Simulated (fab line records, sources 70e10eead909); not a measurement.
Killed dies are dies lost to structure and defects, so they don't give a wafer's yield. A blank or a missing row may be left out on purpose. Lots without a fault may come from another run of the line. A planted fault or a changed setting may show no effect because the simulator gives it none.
Chamber matching | flow nand_harc | NHARC_P_BONDPAD_CMP_32 on cmp-02: 4 sister chambers
The step polishes SiCN, target thk 200 nm. 8 wafers are shown with their chamber, then 7 later ones without.

WAFERS WITH THEIR CHAMBER
wafer  | chamber | motor_current_A (A)
L413.4 | 2       | 12.1
L419.4 | 2       | 13.1
L419.5 | 1       | 11.0
L422.1 | 0       | 11.8
L422.4 | 1       | 12.0
L422.5 | 3       | 9.8
L423.2 | 0       | 11.2
L423.3 | 3       | 9.6

WAFERS WITHOUT THEIR CHAMBER
wafer  | motor_current_A (A)
L423.6 | 11.8
L433.1 | 12.2
L433.2 | 13.1
L433.6 | 10.0
L435.1 | 10.0
L435.3 | 12.0
L435.5 | 11.5

WHICH CHAMBER EACH WENT THROUGH
wafer  | from the rows above          | in truth
L423.6 | can't be placed: 0 or 1 or 2 | 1
L433.1 | can't be placed: 2 or 0 or 1 | 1
L433.2 | 2                            | 2
L433.6 | 3                            | 3
L435.1 | 3                            | 3
L435.3 | can't be placed: 0 or 1 or 2 | 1
L435.5 | can't be placed: 0 or 1      | 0
Placed correctly: 3 of 7. Can't be placed from these rows: 4 (the true chamber is among the candidates in 4). Placed wrongly: 0.
How it was worked out, from the rows above alone: a wafer's distance from a chamber is the root of the sum, over the readings, of the square of ((its reading less the chamber's mean) divided by the reading's scatter). The wafer belongs to the nearest chamber; if the next one is less than 2 further off, it can't be placed. A chamber's mean is the mean of its shown wafers. The scatter: the root of (the sum of the squares of (reading less its chamber's mean) over the shown wafers, divided by (wafers less chambers)).
